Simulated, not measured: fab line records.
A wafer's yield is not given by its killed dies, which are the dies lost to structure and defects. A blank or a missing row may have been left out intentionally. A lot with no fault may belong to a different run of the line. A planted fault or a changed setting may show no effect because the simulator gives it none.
Check for tools in common	flow nand-harc	12 lots, 36 wafers sampled

== WHY THIS WAS OPENED ==
Flagged at NHARC_A_M0_INSPECT_11: reading raw-defect-count, on 2 of 12 lots. No-fault wafers: 30, standard deviation 14.
Rule: a lot is flagged when every wafer of it that has a number lies more than 4 standard deviations from that mean, or none has a number. As for the other lots, they are considered sound.

lot	measured	on	raw-defect-count, wafer by wafer	flag
L883	day 17 21:35	defect-inspect-02	21 16 14	
L882	day 18 02:20	defect-inspect-02	30 27 41	
L884	day 18 11:41	defect-inspect-02	20 30 38	
L889	day 19 17:41	defect-inspect-01	37 25 31	
L890	day 19 22:18	defect-inspect-02	12 8 10	
L888	day 19 23:01	defect-inspect-02	31 30 32	
L893	day 20 14:56	defect-inspect-01	12 10 6	
L891	day 20 15:07	defect-inspect-02	27 26 29	
L892	day 20 19:27	defect-inspect-01	48 46 53	
L897	day 22 02:25	defect-inspect-02	1192 1137 1176	FLAGGED
L898	day 22 02:45	defect-inspect-02	60 66 55	
L900	day 22 21:36	defect-inspect-02	1195 1160 1182	FLAGGED
On average the flagged lots' numbers are 1174, which is +1144 against the usual, or +82 standard deviations.

== EACH LOT AND THE TOOL IT RAN ON ==
2 process steps preceding the reading are held in the record, out of 1159 steps in the route. Read each cell as the tool, then ch plus the chambers that the sampled wafers visited, then the start.
lot	flag	NHARC_A_BLC_ALD_23	NHARC_A_M0_DEP_00
L883		ald-metal-03 ch 2,3, day 17 19:25	pecvd-02 ch 0,1, day 17 20:37
L882		ald-metal-02 ch 1,2,3, day 17 23:27	pecvd-03 ch 0,1,2, day 18 01:22
L884		ald-metal-03 ch 0,1,2, day 18 01:07	pecvd-04 ch 0,1,2, day 18 10:50
L889		ald-metal-02 ch 0,1,2, day 19 14:16	pecvd-04 ch 1,2, day 19 16:51
L890		ald-metal-04 ch 1,2, day 19 20:05	pecvd-02 ch 0,2, day 19 21:26
L888		ald-metal-03 ch 0,1, day 19 20:59	pecvd-04 ch 0,1, day 19 22:16
L893		ald-metal-04 ch 0,1,3, day 20 10:17	pecvd-04 ch 0,2, day 20 14:08
L891		ald-metal-03 ch 0,2, day 20 11:07	pecvd-03 ch 1,2, day 20 14:15
L892		ald-metal-02 ch 0,2, day 20 17:26	pecvd-04 ch 1,2, day 20 18:37
L897	FLAGGED	ald-metal-04 ch 0,1,3, day 22 00:08	pecvd-04 ch 0,2, day 22 01:23
L898		ald-metal-02 ch 0,2,3, day 22 00:41	pecvd-03 ch 0,1, day 22 01:58
L900	FLAGGED	ald-metal-03 ch 0,1,2, day 22 11:30	pecvd-04 ch 0,1,2, day 22 20:39
What these steps do:
- NHARC_A_BLC_ALD_23: deposits TiN, target thk 3 nm, pulse time 1 s, ald cycles 150.
- NHARC_A_M0_DEP_00: deposits SiOC, target thk 150 nm.
- NHARC_A_M0_INSPECT_11

== FLAGGED AGAINST TOTAL, ONE TOOL AT A TIME (gauges that did the reading follow at the end) ==
step	tool	lots run	flagged	share of the flagged lots	sound lots run after its first flagged lot
NHARC_A_BLC_ALD_23	ald-metal-02	4	0	none	-
NHARC_A_BLC_ALD_23	ald-metal-03	5	1	some	0
NHARC_A_BLC_ALD_23	ald-metal-04	3	1	some	0
NHARC_A_M0_DEP_00	pecvd-02	2	0	none	-
NHARC_A_M0_DEP_00	pecvd-03	3	0	none	-
NHARC_A_M0_DEP_00	pecvd-04	7	2	all	0
NHARC_A_M0_INSPECT_11	defect-inspect-01	3	0	none	-
NHARC_A_M0_INSPECT_11	defect-inspect-02	9	2	all	1 (L898)

== WHAT THE TABLE PERMITS ==
pecvd-04 at NHARC_A_M0_DEP_00 and defect-inspect-02 at NHARC_A_M0_INSPECT_11 are the 2 rows of the table that ran each flagged lot.
- pecvd-04 at NHARC_A_M0_DEP_00: 2 of its 7 lots flagged. A fault beginning between L892 (day 20 18:37), its last sound lot, and L897 (day 22 01:23), its first flagged one, fits the data.
- defect-inspect-02 at NHARC_A_M0_INSPECT_11: 2 of its 9 lots flagged. After the first flagged lot (L898), sound lots still ran on it; a lasting fault on the whole tool would not permit that.
One tool is left: pecvd-04 at NHARC_A_M0_DEP_00.

== WHAT THE SIMULATOR HAD INSERTED ==
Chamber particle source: pecvd-04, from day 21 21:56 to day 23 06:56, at NHARC_A_M0_DEP_00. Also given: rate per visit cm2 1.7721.
Struck lots among those shown: L897, L900. This agrees with what the rule above found.
